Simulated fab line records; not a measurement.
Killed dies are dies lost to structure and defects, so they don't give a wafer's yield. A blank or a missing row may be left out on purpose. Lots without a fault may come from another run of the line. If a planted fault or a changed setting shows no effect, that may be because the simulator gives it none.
Lot-split experiment + flow n5Finfet + 21 wafers read across 7 lots, on a route 1938 steps long

ON THE SPLIT
At N5_SD_EPI_N_EXPOSE_06 (exposes mask SD N BLK, target cd 120 nm), the setting doseMj was moved away from the recipe's 39.75 on 6 of the 21 wafers read, by -5.9% to +2.4%. This setting was run at the recipe's value on the other wafers.

FROM THE SPLIT TO THE READING: what the file shows between them, 2 steps
- N5_SD_EPI_N_PEB_07: peb time 60 s
- N5_SD_EPI_N_DEVELOP_08: develop time 30 s

THE READING
cdNm at N5_SD_EPI_N_CD_MEAS_09, given in nm (cd target 120 nm). On this fab line, fault-free wafers typically give 119.9 nm with a standard deviation of 0.96 nm.

| wafer  | tool, chamber at the split | doseMj as run | against the recipe | cdNm, nm | against lot-mates on the recipe |
|--------|----------------------------|---------------|--------------------|----------|---------------------------------|
| L080.1 | arfiScanner-02, 0          | 39.75         | recipe             | 119.3    | -                               |
| L080.2 | arfiScanner-02, 0          | 39.75         | recipe             | 119.0    | -                               |
| L080.6 | arfiScanner-02, 0          | 39.75         | recipe             | 119.3    | -                               |
| L081.2 | arfiScanner-03, 0          | 39.75         | recipe             | 120.8    | -                               |
| L081.5 | arfiScanner-03, 0          | 37.42         | -5.9%              | 117.3    | -3.5                            |
| L081.6 | arfiScanner-03, 0          | 37.42         | -5.9%              | 116.7    | -4.1                            |
| L083.1 | arfiScanner-02, 0          | 40.71         | +2.4%              | 120.5    | +2.0                            |
| L083.2 | arfiScanner-02, 0          | 40.71         | +2.4%              | 120.6    | +2.1                            |
| L083.6 | arfiScanner-02, 0          | 39.75         | recipe             | 118.5    | -                               |
| L087.2 | arfiScanner-02, 0          | 39.75         | recipe             | 121.0    | -                               |
| L087.5 | arfiScanner-02, 0          | 39.75         | recipe             | 120.9    | -                               |
| L087.6 | arfiScanner-02, 0          | 39.75         | recipe             | 119.8    | -                               |
| L089.1 | arfiScanner-03, 0          | 39.75         | recipe             | 120.5    | -                               |
| L089.3 | arfiScanner-03, 0          | 39.75         | recipe             | 122.1    | -                               |
| L089.4 | arfiScanner-03, 0          | 39.75         | recipe             | 121.9    | -                               |
| L092.1 | arfiScanner-02, 0          | 39.75         | recipe             | 119.9    | -                               |
| L092.3 | arfiScanner-02, 0          | 39.75         | recipe             | 119.4    | -                               |
| L092.5 | arfiScanner-02, 0          | 39.75         | recipe             | 118.5    | -                               |
| L096.1 | arfiScanner-02, 0          | 37.5          | -5.7%              | 115.0    | -5.3                            |
| L096.3 | arfiScanner-02, 0          | 37.5          | -5.7%              | 116.4    | -3.9                            |
| L096.6 | arfiScanner-02, 0          | 39.75         | recipe             | 120.3    | -                               |

THE FIT
A straight line over all 21 wafers: cdNm changes by +0.589 nm for each +1% of doseMj; r = +0.82; the points scatter about the line by 1.1 nm.
The same after taking each lot's own level away (the mean of its wafers on the recipe; 21 wafers): +0.742 nm for each +1%; r = +0.96; scatter 0.55 nm.
The reading moves by 4.4 nm for the largest change in doseMj, on that fit.
Across the lots, their own levels run from 118.50 to 121.50 nm, a range of 3.1 times the standard deviation given above.
Hence the slope depends on the lot-to-lot level, as the two fits are not the same.
Check: -4.57 nm against its lot-mates is what the line predicts for one of the wafers moved furthest among these (-5.9%) when that wafer is left out of the fit. Against them it came out at -3.5 nm.

THE OTHER SPLITS THESE WAFERS WENT THROUGH
Before the reading, these wafers also passed through other splits. Each is held against what the fit with the lots' levels taken away leaves over:
| other split on the same wafers      | wafers away from the commonest value | r with cdNm (lot level and that fit taken away) |
|-------------------------------------|--------------------------------------|-------------------------------------------------|
| N5_WELL_APT_COAT_02 spinRpm         | 9                                    | -0.09                                           |
| N5_FIN_SAQP_PECVD_06 timeS          | 6                                    | +0.04                                           |
| N5_FIN_SAQP_DEVELOP_15 developTimeS | 4                                    | +0.32                                           |
| N5_SD_EPI_N_COAT_33 spinRpm         | 10                                   | -0.21                                           |

THE WHOLE CHAIN: every reading that the file lists as answering this split, in the file's order
| step                   | what it does                                           | reading                                                        | change (the file's fit)               | r (the file's) |
|------------------------|--------------------------------------------------------|----------------------------------------------------------------|---------------------------------------|----------------|
| N5_SD_EPI_N_CD_MEAS_09 | target cd 120 nm                                       | cdNm                                                           | +0.743 nm for each +1% of the setting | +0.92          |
| N5_SD_EPI_N_DESCUM_14  | chemistry O2, time 7.9 s                               | SD_EPI_N.cdNm (the simulator's own value, which no gauge read) | +0.74 nm for each +1% of the setting  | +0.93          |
| N5_SD_EPI_N_ETCH_34    | etches SiARC in CF4, target depth 45.5 nm, time 75.8 s | SD_EPI_N.cdNm (the simulator's own value, which no gauge read) | +0.749 nm for each +1% of the setting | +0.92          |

FILE'S OWN FIT
cdNm changes by +0.743 nm for each +1% of doseMj, r = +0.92.
